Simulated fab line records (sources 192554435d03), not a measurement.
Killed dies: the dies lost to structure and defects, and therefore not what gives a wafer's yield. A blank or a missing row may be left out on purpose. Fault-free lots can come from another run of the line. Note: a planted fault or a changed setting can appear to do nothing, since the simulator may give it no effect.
Code-filled problem report in 8D (eight disciplines) form ; flow n5 finfet ; the parts of the form that need people (team, actions taken, sign-off) are left out

## 1. THE PROBLEM
N5_BEOL_M6_ETCH_62, bias w: mean 155.6 W over 1 wafer from 1 lot; wafers with no fault: 150.0 W, standard deviation 0.44. Measured from the usual mean, that is +13 standard deviations.
The step: etches SOC in N2/H2, target depth 110 nm, overetch 22 nm, time 165 s.
First seen on wafer L483.2, day 11 18:45, on rie diel-04. The record holds 23 wafers of 8 lots with a number at this step. Rule for "out", or "out of limits": more than 4 standard deviations from the usual mean. All remaining wafers that have a number are taken as sound.

## 2. WHAT THIS IS AND IS NOT
question;is;is not
which readings at this step;bias w, rf vpp V;drypump motor current A, oes product au, showerhead plenum p Torr, temp c, throttle valve pct
which lots;L483;L473, L486, L491, L492, L494, L495, L496
which wafers of those lots;L483.2;L483.1, L483.3
read on which tools;rie diel-04;rie diel-05, rie diel-06
when;from day 11 18:45;"up to then (4 sound wafers); but 18 sound wafers of L486, L491, L492, L494, L495, L496 came after"

## 3. THE SUSPECTS, EACH WITH WHAT RULES IT OUT
Counting: any tool at a process step up to the reading remains a suspect provided it ran every lot that is out. Sound lots after the first of them don't rule it out here, since some wafers of a struck lot are sound.
- cvd co-02 at N5_BEOL_M5_CO_CAP_78 (material Co, precursor CCTBA/H2, target thk 2 nm, time 102.1 s): kept. It ran the lot that is out, L483 (day 11 16:20); its last sound lot up to then is L473 (day 8 23:29).
- rie diel-04 at N5_BEOL_M6_DESCUM_16 (chemistry O2, time 7.9 s): kept. It ran the lot that is out, L483 (day 11 18:40).
- rie diel-04 at N5_BEOL_M6_ETCH_62 (etches SOC in N2/H2, target depth 110 nm, overetch 22 nm, time 165 s): kept. It ran the lot that is out, L483 (day 11 18:45). On those wafers its own readings are out: bias w, rf vpp V.
- In cvd co-02 at N5_BEOL_M5_CO_CAP_78, the wafers that are out were processed in chamber 2 and their sound lot-mates in chambers 0, 1.
- In rie diel-04 at N5_BEOL_M6_DESCUM_16, the wafers that are out were processed in chamber 2 and their sound lot-mates in chambers 1, 3.
- In rie diel-04 at N5_BEOL_M6_ETCH_62, the wafers that are out were processed in chamber 2 and their sound lot-mates in chambers 1, 3.
cvd co-02 at N5_BEOL_M5_CO_CAP_78, rie diel-04 at N5_BEOL_M6_DESCUM_16 and rie diel-04 at N5_BEOL_M6_ETCH_62 are what is left after counting.

## 4. THE CAUSE (what the simulator had put in)
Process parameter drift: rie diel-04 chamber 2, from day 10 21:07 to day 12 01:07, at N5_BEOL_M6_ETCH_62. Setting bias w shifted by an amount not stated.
After counting, 3 suspects remain, this tool included.

## 5. THE CHAIN OF EFFECTS, in route order
One row per reading whose mean, taken over the struck wafers that have a number, lies over 3 standard deviations from the usual. Only readings whose record carries a usual standard deviation are examined. hours: median over the lots of the time between each lot's start at the first step of this table that gives one and its start at this step. sigmas: the change, counted in usual standard deviations.
hours;step;reading;usual;on struck wafers;change;sigmas
0;N5_BEOL_M6_ETCH_62;bias w;150.0 W;155.6;+5.6;+13
0;N5_BEOL_M6_ETCH_62;rf vpp V;525.1 V;539.8;+14.7;+6.4
Its process steps:
- N5_BEOL_M6_ETCH_62: etches SOC in N2/H2, target depth 110 nm, overetch 22 nm, time 165 s.

## 6. WHAT WOULD HAVE CAUGHT IT SOONER
In this record the first reading out of limits was taken at day 11 18:45, 22 hours after the fault began at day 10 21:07.
